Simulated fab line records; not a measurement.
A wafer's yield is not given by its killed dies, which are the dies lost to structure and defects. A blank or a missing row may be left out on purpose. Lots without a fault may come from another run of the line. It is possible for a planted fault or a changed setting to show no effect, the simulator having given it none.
Matching of chambers | flow nand harc | ald hk-01 running NHARC_A_CHANNEL_FILL_D1_ALD_14: 4 sister chambers
The step deposits SiO2, target thk 2.5 nm, pulse time 10 s, ald cycles 25. 4 wafers are shown with their chamber, then 10 later ones without.

== WAFERS, EACH WITH ITS CHAMBER ==
wafer  | chamber | heater power w (W)
L087.2 | 0       | 456
L087.5 | 1       | 440
L090.3 | 3       | 477
L090.5 | 2       | 462

== WAFERS WITHOUT THEIR CHAMBER ==
wafer  | heater power w (W)
L090.6 | 487
L088.1 | 458
L088.2 | 487
L088.5 | 450
L095.1 | 459
L095.4 | 447
L095.6 | 442
L096.2 | 495
L096.3 | 457
L096.6 | 443

== EACH ONE'S CHAMBER ==
wafer  | from the rows above          | in truth
L090.6 | can't be placed: 3 or 2      | 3
L088.1 | can't be placed: 0 or 2      | 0
L088.2 | can't be placed: 3 or 2      | 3
L088.5 | can't be placed: 0 or 1 or 2 | 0
L095.1 | can't be placed: 0 or 2 or 3 | 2
L095.4 | can't be placed: 1 or 0 or 2 | 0
L095.6 | can't be placed: 1 or 0      | 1
L096.2 | can't be placed: 3 or 2      | 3
L096.3 | can't be placed: 0 or 2      | 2
L096.6 | can't be placed: 1 or 0      | 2
0 of 10 placed correctly. Unplaceable from these rows: 10, with the true chamber sitting among the candidates in 9. Wrongly placed: 0.
How it was worked out, from the rows above alone: a wafer's distance from a chamber is the root of the sum, over the readings, of the square of ((its reading less the chamber's mean) divided by the reading's scatter). The wafer belongs to the nearest chamber; if the next one is less than 2 further off, it can't be placed. For every chamber, the mean is computed from those of its wafers that are shown. The scatter: root of mean squared gap, hidden wafer to nearest shown wafer, with one shown wafer a chamber.
